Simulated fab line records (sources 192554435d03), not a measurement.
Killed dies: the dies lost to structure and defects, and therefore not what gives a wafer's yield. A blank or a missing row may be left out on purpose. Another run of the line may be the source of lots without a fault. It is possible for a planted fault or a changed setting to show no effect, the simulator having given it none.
Chamber matching | flow n5-finfet | N5_BEOL_M4_CVD_47 on cvd-co-02: 3 sister chambers
The step deposits Co from CCTBA/H2, target thk 3 nm, time 223.8 s. 6 wafers are shown with their chamber, then 6 later ones without.

## WAFERS PAIRED WITH THEIR CHAMBERS
wafer  | chamber | run-length-s (s)
L909.6 | 2       | 247.2
L912.1 | 1       | 247.2
L912.3 | 2       | 246.8
L912.4 | 0       | 246.4
L915.2 | 1       | 246.8
L915.3 | 0       | 246.2

## WAFERS MISSING THEIR CHAMBER
wafer  | run-length-s (s)
L925.1 | 246.2
L925.2 | 246.2
L925.4 | 246.6
L924.1 | 247.2
L924.4 | 246.9
L924.5 | 246.7

## THE CHAMBER EACH PASSED THROUGH
wafer  | from the rows above          | in truth
L925.1 | 0                            | 0
L925.2 | 0                            | 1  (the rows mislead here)
L925.4 | can't be placed: 0 or 1 or 2 | 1
L924.1 | can't be placed: 1 or 2      | 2
L924.4 | can't be placed: 1 or 2      | 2
L924.5 | can't be placed: 1 or 2 or 0 | 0
1 of 6 placed correctly. Cannot be placed on the basis of these rows: 4; the candidates contain the true chamber in 4. Number placed wrongly: 1.
How it was worked out, from the rows above alone: a wafer's distance from a chamber is the root of the sum, over the readings, of the square of ((its reading less the chamber's mean) divided by the reading's scatter). The wafer belongs to the nearest chamber; if the next one is less than 2 further off, it can't be placed. Each chamber's mean is taken over the wafers shown for it. The scatter: take each reading less its chamber's mean, square it, sum over the shown wafers, divide by the number of wafers less the number of chambers, and take the root.
